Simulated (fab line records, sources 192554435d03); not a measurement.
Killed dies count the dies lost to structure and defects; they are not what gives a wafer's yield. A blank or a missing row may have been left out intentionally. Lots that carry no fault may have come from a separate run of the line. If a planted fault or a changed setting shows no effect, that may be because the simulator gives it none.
fab line records ; flow n5Finfet
record lots=8; wafers=24; lastDay=17
route steps=1938 shown MOL_CONTACT_COAG@531 BEOL_M4@1111
lots untouched by any fault: they come from a run of this same line in which no faults occurred
startH: start of the lot's first displayed wafer, in hours after the record's first day ; waitH: hours from the lot's prior step to this one ; " identical to the entry in the row above ; L1.1+2: one row covering several wafers at once ; - either no value or no given start ; * or withheld: withheld ; < > ~ a bound
route shown NAME@n: names a module that has steps shown in the file, with the first one's number in the route ; usual: the fault-free wafers' mean and standard deviation ; same: alike in all rows ; chamber/n: place in a boat ; sites: the reading at each site ; _std_site: how widely they spread, as a standard deviation ; _edge_site: the outer-site mean with the inner-site mean subtracted ; radiusMm: how far each site lies from the wafer's centre ; mask NAME#n: copy n ; behind: the most recent tool/chamber to have shaped the wafer ; hold: the reason the lot was held/the length of the hold in hours/how it ended ; device: transistor that didn't switch, given as n, p or np ; end of line: the tests these same wafers got at the end of their route ; a step without rows: its recipe alone ; killed: dies lost to structure and defects at the first sort, not the wafer's yield ; map: shows each die of a wafer: x if killed, . if not, _ if none is there
set.NAME: the setting the step ran with; set.NAME@STEP: the setting that earlier step ran with ; model.NAME: the simulator's own value behind a step, which no gauge read
one table for each step of the route and one row for each wafer, over a sample of lots
services: a tool's chamber out of use, with start hour (startH, from the record's first day; less than 0 if before it), hours out, and reason
## steps
# step N5_MOL_CONTACT_COAG_ETCH_105
# recipe chemistry=CF4; target=SiARC; targetDepthA=156; maskMaterial=CAR-EUV; timeS=26; ionEnergyEv=80; pressureMtorr=40; sourceW=545; biasW=36; Ar_flow_sccm=100; cf4FlowSccm=100; ends=cleared
# usual drypumpMotorCurrentA=5.7/0.5; etchRfOnTimeS=26.0/0.43; oesProductAu=0.65/0.063; rfFwdPowerW=532.1/1.9; rfVppV=183.7/0.92; showerheadPlenumPTorr=2.117/0.029; throttleValvePct=15.68/0.27
lot.wafer;tool;chamber;startH;waitH;drypumpMotorCurrentA;etchRfOnTimeS;oesProductAu;rfFwdPowerW;rfHoursCounterH;rfVppV;showerheadPlenumPTorr;throttleValvePct
L686.1;rieDiel-01;0;91.69;0.0;6.5;25.9;0.80;532.6;13;183.4;2.106;15.13
L686.2;rieDiel-01;3;91.69;0.0;4.8;25.9;0.65;530.5;161;184.2;2.142;15.78
L686.5;rieDiel-01;0;91.69;0.0;6.5;26.1;0.79;532.3;-;184.5;2.106;15.12
L689.4;rieDiel-01;2;109.90;0.0;5.7;26.4;0.58;531.9;239;183.8;2.117;16.06
L689.5;rieDiel-01;2;109.90;0.0;5.7;26.6;0.59;533.0;-;183.2;2.117;16.07
L689.6;rieDiel-01;3;109.90;0.0;4.8;26.3;0.64;531.8;-;183.2;2.139;15.80
L693.3;rieDiel-01;3;133.28;0.0;4.8;26.2;0.64;533.3;178;183.4;2.135;15.81
L693.5;rieDiel-01;0;133.28;0.0;6.5;26.5;0.76;528.1;-;184.1;2.100;15.17
L693.6;rieDiel-01;2;133.28;0.0;5.7;26.6;0.58;533.5;-;183.9;2.113;16.10
L694.1;rieDiel-01;0;136.22;0.0;6.5;25.9;0.76;534.0;31;181.8;2.100;15.17
L694.3;rieDiel-01;3;136.22;0.0;4.8;26.1;0.63;530.8;179;182.5;2.135;15.81
L694.5;rieDiel-01;2;136.22;0.0;5.7;26.2;0.58;532.2;-;183.5;2.113;16.10
L697.1;rieDiel-02;1;156.24;0.0;6.1;25.7;0.62;532.4;154;182.9;2.143;15.44
L697.2;rieDiel-02;0;156.24;0.0;5.6;25.7;0.67;531.5;104;183.6;2.070;15.60
L697.3;rieDiel-02;2;156.24;0.0;6.0;26.5;0.63;531.6;163;182.6;2.143;16.02
L698.3;rieDiel-05;2;166.50;0.0;5.1;25.3;0.63;529.2;168;184.1;2.050;15.70
L698.4;rieDiel-05;2;166.50;0.0;5.2;25.5;0.62;535.1;-;182.3;2.050;15.71
L698.5;rieDiel-05;3;166.50;0.0;5.8;26.0;0.61;534.6;-;182.9;2.126;16.07
L702.1;rieDiel-01;0;190.59;0.0;6.5;26.4;0.74;531.3;51;183.9;2.094;15.19
L702.2;rieDiel-01;2;190.59;0.0;5.7;25.6;0.81;528.1;11;183.4;2.110;15.61
L702.6;rieDiel-01;3;190.59;0.0;4.8;26.4;0.62;530.0;-;182.4;2.128;15.86
L708.1;rieDiel-01;0;223.90;0.0;6.5;26.4;0.72;532.1;59;182.7;2.091;15.22
L708.2;rieDiel-01;3;223.90;0.0;4.8;26.3;0.61;530.8;212;185.2;2.124;15.88
L708.3;rieDiel-01;2;223.90;0.0;5.7;25.2;0.79;532.7;24;183.9;2.105;15.62
# step N5_MOL_CONTACT_COAG_ETCH_106
# recipe chemistry=N2/H2; target=SOC; targetDepthA=800; overetchA=160; maskMaterial=SiARC; tempC=40; timeS=120; ionEnergyEv=200; pressureMtorr=30; sourceW=840; biasW=150; n2FlowSccm=200; h2FlowSccm=200
# usual drypumpMotorCurrentA=5.7/0.5; oesProductAu=0.68/0.062; rfFwdPowerW=836/3.1; rfVppV=522.9/1.3; showerheadPlenumPTorr=2.51/0.035; throttleValvePct=17.87/0.26
lot.wafer;tool;chamber;startH;waitH;drypumpMotorCurrentA;oesProductAu;rfFwdPowerW;rfHoursCounterH;rfVppV;showerheadPlenumPTorr;throttleValvePct
L686.1;rieDiel-01;0;91.72;0.0;6.5;0.83;836;13;521.7;2.50;17.34
L686.2;rieDiel-01;3;91.72;0.0;4.8;0.68;840;161;524.0;2.54;18.04
L686.5;rieDiel-01;0;91.72;0.0;6.5;0.84;835;-;521.9;2.50;17.33
L689.4;rieDiel-01;2;109.93;0.0;5.7;0.62;831;239;522.2;2.51;18.17
L689.5;rieDiel-01;2;109.93;0.0;5.7;0.62;832;-;523.4;2.51;18.17
L689.6;rieDiel-01;3;109.93;0.0;4.8;0.67;836;-;523.4;2.53;18.04
L693.3;rieDiel-01;3;133.31;0.0;4.8;0.67;839;178;522.8;2.53;18.05
L693.5;rieDiel-01;0;133.31;0.0;6.5;0.80;839;-;522.7;2.50;17.38
L693.6;rieDiel-01;2;133.31;0.0;5.7;0.61;835;-;522.1;2.50;18.18
L694.1;rieDiel-01;0;136.25;0.0;6.6;0.80;843;31;523.8;2.50;17.41
L694.3;rieDiel-01;3;136.25;0.0;4.8;0.67;844;179;524.9;2.53;18.06
L694.5;rieDiel-01;2;136.25;0.0;5.7;0.61;833;-;524.2;2.50;18.19
L697.1;rieDiel-02;1;156.27;0.0;6.1;0.65;841;154;524.0;2.55;17.70
L697.2;rieDiel-02;0;156.27;0.0;5.6;0.71;839;104;520.1;2.46;17.76
L697.3;rieDiel-02;2;156.27;0.0;5.9;0.67;834;163;524.0;2.54;18.24
L698.3;rieDiel-05;2;166.53;0.0;5.2;0.65;833;169;520.9;2.44;17.95
L698.4;rieDiel-05;2;166.53;0.0;5.1;0.64;834;-;521.0;2.44;17.95
L698.5;rieDiel-05;3;166.53;0.0;5.7;0.64;841;-;522.5;2.51;18.19
L702.1;rieDiel-01;0;190.62;0.0;6.5;0.78;840;51;521.4;2.49;17.41
L702.2;rieDiel-01;2;190.62;0.0;5.7;0.84;835;12;522.9;2.50;17.76
L702.6;rieDiel-01;3;190.62;0.0;4.8;0.66;841;-;522.5;2.52;18.11
L708.1;rieDiel-01;0;223.93;0.0;6.5;0.76;835;59;521.5;2.49;17.41
L708.2;rieDiel-01;3;223.93;0.0;4.8;0.65;837;212;522.1;2.52;18.13
L708.3;rieDiel-01;2;223.93;0.0;5.7;0.81;836;24;521.7;2.49;17.75
# step N5_MOL_CONTACT_COAG_ETCH_110
# recipe chemistry=CF4/O2; target=Si; targetDepthA=25; timeS=8; pressureMtorr=100; sourceW=200; biasW=12; ionEnergyEv=60; Ar_flow_sccm=100; cf4FlowSccm=100; O2_flow_sccm=10
# usual drypumpMotorCurrentA=5.7/0.5; oesProductAu=0.76/0.073; rfFwdPowerW=198.2/0.9; rfVppV=127.3/1.3; showerheadPlenumPTorr=2.199/0.03; throttleValvePct=10.84/0.28
lot.wafer;tool;chamber;startH;waitH;drypumpMotorCurrentA;oesProductAu;rfFwdPowerW;rfHoursCounterH;rfVppV;showerheadPlenumPTorr;throttleValvePct
L686.1;rieDiel-01;0;91.91;0.0;6.5;0.92;198.4;13;126.7;2.188;10.23
L686.2;rieDiel-01;3;91.91;0.0;4.8;0.76;198.1;161;127.8;2.223;10.92
L686.5;rieDiel-01;0;91.91;0.0;6.5;0.93;197.3;-;128.1;2.187;10.22
L689.4;rieDiel-01;2;110.12;0.0;5.7;0.69;197.1;239;126.9;2.199;11.27
L689.5;rieDiel-01;2;110.12;0.0;5.7;0.68;197.9;-;124.9;2.198;11.26
L689.6;rieDiel-01;3;110.12;0.0;4.8;0.75;198.0;-;129.1;2.221;10.95
L693.3;rieDiel-01;3;133.50;0.0;4.8;0.74;198.7;178;127.5;2.218;10.98
L693.5;rieDiel-01;0;133.50;0.0;6.5;0.89;196.6;-;128.3;2.182;10.27
L693.6;rieDiel-01;2;133.50;0.0;5.7;0.68;197.1;-;126.8;2.195;11.30
L694.1;rieDiel-01;0;136.45;0.0;6.5;0.89;198.8;31;127.1;2.182;10.28
L694.3;rieDiel-01;3;136.45;0.0;4.8;0.74;197.9;179;128.4;2.217;10.98
L694.5;rieDiel-01;2;136.45;0.0;5.7;0.67;197.9;-;125.9;2.195;11.29
L697.1;rieDiel-02;1;156.47;0.0;6.1;0.73;197.6;154;127.1;2.226;10.64
L697.2;rieDiel-02;0;156.47;0.0;5.6;0.79;198.6;104;126.5;2.152;10.70
L697.3;rieDiel-02;2;156.47;0.0;6.0;0.73;198.5;163;126.7;2.225;11.16
L698.3;rieDiel-05;2;166.72;0.0;5.1;0.73;198.6;169;127.7;2.131;10.86
L698.4;rieDiel-05;2;166.72;0.0;5.1;0.73;199.0;-;128.3;2.130;10.89
L698.5;rieDiel-05;3;166.72;0.0;5.7;0.72;199.3;-;126.2;2.207;11.23
L702.1;rieDiel-01;0;190.81;0.0;6.5;0.86;199.5;51;130.2;2.175;10.33
L702.2;rieDiel-01;2;190.81;0.0;5.7;0.96;196.5;12;125.8;2.191;10.58
L702.6;rieDiel-01;3;190.81;0.0;4.8;0.73;198.9;-;129.8;2.210;11.03
L708.1;rieDiel-01;0;224.13;0.0;6.5;0.84;199.2;59;129.1;2.172;10.34
L708.2;rieDiel-01;3;224.13;0.0;4.8;0.72;198.3;212;128.8;2.206;11.09
L708.3;rieDiel-01;2;224.13;0.0;5.7;0.92;196.2;24;126.4;2.186;10.64
# step N5_MOL_CONTACT_COAG_ALD_27
# recipe material=SiOC; targetThkA=170; tempC=400; aldPrecursorFamily=carbosiloxane; aldCoReactant=H2-plasma; pulseTimeS=1.5; timeS=2720; purgeTimeS=2; coReactantPurgeTimeS=2; aldCycles=340; pressureTorr=2
# usual aldCycles=340/0; heaterPowerW=825/68; precursorPulseHeightRel=1.000/0.018; runLengthS=2769.7/0.47; timeS=2720/0
# same coReactantPurgeTimeS=2
lot.wafer;tool;chamber;startH;waitH;aldCycles;heaterPowerW;precursorPulseHeightRel;runLengthS;timeS
L686.1;aldSin-03;3;99.55;0.0;340;878;1.013;2769.7;2720
L686.2;aldSin-03;0;99.55;0.0;340;890;0.993;2768.8;2720
L686.5;aldSin-03;3;99.55;0.0;340;882;1.029;2770.0;2720
L689.4;aldSin-02;0;117.56;0.0;340;794;1.024;2770.3;2720
L689.5;aldSin-02;0;117.56;0.0;340;778;1.008;2770.2;2720
L689.6;aldSin-02;1;117.56;0.0;340;798;1.006;2769.6;2720
L693.3;aldSin-03;1;139.64;0.0;340;838;0.992;2769.3;2720
L693.5;aldSin-03;2;139.64;0.0;169;888;0.989;1401.7;1352
L693.6;aldSin-03;1;139.64;0.0;169;835;0.967;1401.2;1352
L694.1;aldSin-03;3;144.97;0.0;169;892;0.970;1401.8;1352
L694.3;aldSin-03;1;144.97;0.0;340;828;1.004;2769.6;2720
L694.5;aldSin-03;0;144.97;0.0;169;894;1.017;1401.0;1352
L697.1;aldSin-03;2;165.54;0.6;169;886;1.012;1402.1;1352
L697.2;aldSin-03;0;165.54;0.6;340;868;1.003;2769.5;2720
L697.3;aldSin-03;1;165.54;0.6;340;819;0.993;2769.5;2720
L698.3;aldSin-02;0;172.62;0.0;340;772;1.006;2770.4;2720
L698.4;aldSin-02;3;172.62;0.0;340;822;1.004;2769.9;2720
L698.5;aldSin-02;2;172.62;0.0;340;684;1.004;2769.7;2720
L702.1;aldSin-01;1;196.53;0.0;340;784;0.997;2769.3;2720
L702.2;aldSin-01;0;196.53;0.0;340;804;0.971;2769.7;2720
L702.6;aldSin-01;1;196.53;0.0;340;797;0.975;2769.0;2720
L708.1;aldSin-01;3;233.69;0.0;340;958;1.003;2769.9;2720
L708.2;aldSin-01;1;233.69;0.0;340;796;1.009;2769.3;2720
L708.3;aldSin-01;0;233.69;0.0;340;816;0.999;2770.1;2720
# step N5_BEOL_M4_RC_MEAS_101
# usual DIBL_N=36.5/1.4; DIBL_P=36.5/1.6; IOFF_N=0.163/0.022; IOFF_P=0.219/0.029; ION_N=675/8.3; ION_P=464/6.2; SS_N=71.5/0.52; SS_P=73.4/0.57; VT_N=249.7/2.6; VT_P=-250/3
lot.wafer;tool;chamber;startH;waitH;DIBL_N[mV/V];DIBL_P[mV/V];IOFF_N[nA/um];IOFF_P[nA/um];ION_N[uA/um];ION_P[uA/um];SS_N[mV/dec];SS_P[mV/dec];VT_N[mV];VT_P[mV]
L686.1;prober-02;0;164.98;0.4;35.8;35.3;0.140;0.185;661;459;71.2;72.5;250.8;-250
L686.2;prober-02;0;164.98;0.4;38.3;37.5;0.177;0.224;671;462;72.1;73.1;248.6;-247
L686.5;prober-02;0;164.98;0.4;36.7;37.0;0.152;0.201;670;465;71.2;72.9;249.0;-249
L689.4;prober-02;0;196.10;0.5;35.5;37.1;0.148;0.205;671;465;71.2;73.5;253.1;-252
L689.5;prober-02;0;196.10;0.5;36.6;38.6;0.168;0.224;675;460;71.8;73.5;249.6;-252
L689.6;prober-02;0;196.10;0.5;34.2;34.9;0.125;0.172;659;456;70.9;72.6;253.6;-254
L693.3;prober-01;0;213.32;0.3;36.9;36.2;0.172;0.197;666;454;72.1;73.3;251.5;-250
L693.5;prober-01;0;213.32;0.3;35.8;35.2;0.154;0.188;666;454;70.6;73.4;250.5;-251
L693.6;prober-01;0;213.32;0.3;36.2;36.4;0.173;0.200;682;462;71.4;73.0;249.3;-251
L694.1;prober-01;0;214.70;0.0;33.8;32.7;0.120;0.196;666;468;71.6;72.4;251.9;-247
L694.3;prober-01;0;214.70;0.0;36.2;35.5;0.155;0.244;671;464;71.3;73.1;249.2;-247
L694.5;prober-01;0;214.70;0.0;35.3;34.8;0.140;0.230;676;472;71.5;72.8;250.8;-248
L697.1;prober-02;0;231.98;0.0;35.2;36.0;0.148;0.232;675;468;70.5;72.0;250.1;-248
L697.2;prober-02;0;231.98;0.0;36.1;36.6;0.172;0.246;668;468;71.4;72.3;247.9;-247
L697.3;prober-02;0;231.98;0.0;38.4;39.9;0.212;0.302;682;472;71.5;73.9;244.5;-244
L698.3;prober-02;0;248.31;0.3;35.3;34.8;0.152;0.225;682;475;71.4;72.7;248.2;-247
L698.4;prober-02;0;248.31;0.3;36.1;35.7;0.169;0.241;677;469;71.4;73.3;247.0;-247
L698.5;prober-02;0;248.31;0.3;35.1;34.3;0.143;0.211;679;467;71.5;72.6;249.3;-250
L702.1;prober-02;0;262.20;0.0;35.7;36.0;0.149;0.210;663;454;70.7;72.8;249.4;-250
L702.2;prober-02;0;262.20;0.0;33.7;32.7;0.110;0.162;665;457;70.4;72.7;255.0;-256
L702.6;prober-02;0;262.20;0.0;35.3;35.5;0.152;0.212;682;468;71.2;73.4;249.5;-247
L708.1;prober-02;0;310.36;0.0;35.7;37.9;0.170;0.230;681;472;72.5;73.4;250.1;-248
L708.2;prober-02;0;310.36;0.0;33.3;34.6;0.127;0.184;675;467;71.0;72.6;252.1;-251
L708.3;prober-02;0;310.36;0.0;35.0;36.6;0.151;0.217;675;465;71.1;73.3;250.0;-249
## services
tool;chamber;startH;hours;kind
aldSin-01;-;81.84;0.7;repair
aldSin-02;-;85.65;14.0;pm
rieDiel-01;1;88.68;15.3;repair
aldSin-02;-;108.99;2.8;pm
rieDiel-01;1;126.77;8.7;repair
rieDiel-01;2;136.93;-;clean
rieDiel-01;2;136.93;-;consumableReplace:focusRing
rieDiel-01;2;136.93;22.3;scheduledDown
rieDiel-01;2;136.93;22.3;ventCycle
rieDiel-05;0;141.50;9.7;repair
aldSin-01;3;157.56;52.7;repair
rieDiel-05;1;163.92;15.8;repair
rieDiel-05;1;184.07;-;clean
rieDiel-05;1;184.07;-;consumableReplace:focusRing
rieDiel-05;1;184.07;21.9;scheduledDown
rieDiel-05;1;184.07;21.9;ventCycle
rieDiel-01;0;205.00;10.7;repair
rieDiel-05;3;217.36;2.8;repair
rieDiel-01;1;226.12;7.0;repair
aldSin-02;3;228.19;19.0;repair
rieDiel-01;1;233.20;-;clean
rieDiel-01;1;233.20;-;consumableReplace:focusRing
rieDiel-01;1;233.20;23.2;scheduledDown
rieDiel-01;1;233.20;23.2;ventCycle
## key
firstSign step=N5_MOL_CONTACT_COAG_ALD_27; reading=aldCycles; direction=down; sigmas=99+; usual=*; struck=*
effect step=N5_MOL_CONTACT_COAG_ALD_27; reading=timeS; direction=down; sigmas=99+; usual=*; struck=*
metAt N5_MOL_CONTACT_COAG_ALD_27
struckLots L693,L694,L697
struckWafers L693.5,L693.6,L694.1,L694.5,L697.1
notActingAt N5_MOL_CONTACT_COAG_ETCH_105,N5_MOL_CONTACT_COAG_ETCH_106,N5_MOL_CONTACT_COAG_ETCH_110
onsetBetween 99.55 139.64
fault kind=processParameterDrift; tool=aldSin-03; chamber=-; onsetH=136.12; steps=N5_MOL_CONTACT_COAG_ALD_27; channel=aldCycles; offset=*; shape=step; endH=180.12; scope=struckWafersOnly; actsIn=*; stated=*
